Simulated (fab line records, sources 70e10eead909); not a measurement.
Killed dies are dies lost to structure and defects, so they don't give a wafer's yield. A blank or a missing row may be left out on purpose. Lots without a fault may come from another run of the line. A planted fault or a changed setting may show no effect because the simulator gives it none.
Chamber matching | flow nand_harc | NHARC_A_SLIT_ETCH_29 on rie_diel-02: 4 sister chambers
The step etches the open film in CF4/O2, target depth 100 nm, overetch 10 nm, time 55 s. 4 wafers are shown with their chamber, then 7 later ones without.

WAFERS WITH THEIR CHAMBER
wafer  | chamber | drypump_motor_current_A (A)
L507.3 | 2       | 5.4
L507.5 | 1       | 5.9
L512.1 | 0       | 5.7
L512.2 | 3       | 5.6

WAFERS WITHOUT THEIR CHAMBER
wafer  | drypump_motor_current_A (A)
L512.4 | 5.9
L515.1 | 5.9
L515.2 | 5.5
L515.3 | 5.7
L516.3 | 5.6
L516.4 | 5.7
L516.6 | 5.4

WHICH CHAMBER EACH WENT THROUGH
wafer  | from the rows above     | in truth
L512.4 | 1                       | 1
L515.1 | 1                       | 1
L515.2 | can't be placed: 2 or 3 | 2
L515.3 | 0                       | 0
L516.3 | 3                       | 3
L516.4 | 0                       | 0
L516.6 | 2                       | 2
Placed correctly: 6 of 7. Can't be placed from these rows: 1 (the true chamber is among the candidates in 1). Placed wrongly: 0.
How it was worked out, from the rows above alone: a wafer's distance from a chamber is the root of the sum, over the readings, of the square of ((its reading less the chamber's mean) divided by the reading's scatter). The wafer belongs to the nearest chamber; if the next one is less than 2 further off, it can't be placed. A chamber's mean is the mean of its shown wafers. The scatter: with one shown wafer a chamber, the root of the mean of the squares of how far each hidden wafer lies from its nearest shown one.
